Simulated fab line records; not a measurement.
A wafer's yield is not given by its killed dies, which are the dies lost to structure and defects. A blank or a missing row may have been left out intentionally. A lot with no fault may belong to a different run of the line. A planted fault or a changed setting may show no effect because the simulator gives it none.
Chamber matching | flow nandHarc | 4 sister chambers for NHARC_A_BLC_ETCH_16 on rieDiel-06
The step etches the open film in CF4, target depth 39 nm, time 65 s. 4 wafers are shown with their chamber, then 12 later ones without.

WAFERS WITH THEIR CHAMBER
wafer  | chamber | drypumpMotorCurrentA (A)
L084.6 | 2       | 5.5
L088.4 | 3       | 6.1
L089.3 | 0       | 4.8
L089.6 | 1       | 5.5

WAFERS WHOSE CHAMBER IS MISSING
wafer  | drypumpMotorCurrentA (A)
L090.3 | 4.8
L090.4 | 5.5
L090.5 | 4.8
L092.1 | 4.8
L092.3 | 5.6
L092.6 | 6.1
L095.2 | 5.5
L095.3 | 6.1
L095.4 | 4.8
L094.2 | 6.1
L094.3 | 4.8
L094.6 | 5.6

WHICH CHAMBER EACH ONE RAN IN
wafer  | from the rows above     | in truth
L090.3 | 0                       | 0
L090.4 | can't be placed: 1 or 2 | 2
L090.5 | 0                       | 0
L092.1 | 0                       | 0
L092.3 | can't be placed: 1 or 2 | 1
L092.6 | 3                       | 3
L095.2 | can't be placed: 1 or 2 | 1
L095.3 | 3                       | 3
L095.4 | 0                       | 0
L094.2 | 3                       | 3
L094.3 | 0                       | 0
L094.6 | can't be placed: 1 or 2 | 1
Correct placement for 8 of the 12. Not placeable from these rows: 4 (in 4, the candidates include the true chamber). Placed wrongly: 0.
How it was worked out, from the rows above alone: a wafer's distance from a chamber is the root of the sum, over the readings, of the square of ((its reading less the chamber's mean) divided by the reading's scatter). If the next closest chamber is less than 2 further off than the closest, the wafer can't be placed; otherwise it belongs to the closest. A chamber's mean is the mean of its shown wafers. The scatter (one wafer shown for each chamber): square how far every hidden wafer sits from the nearest shown wafer, average those squares and take the square root.
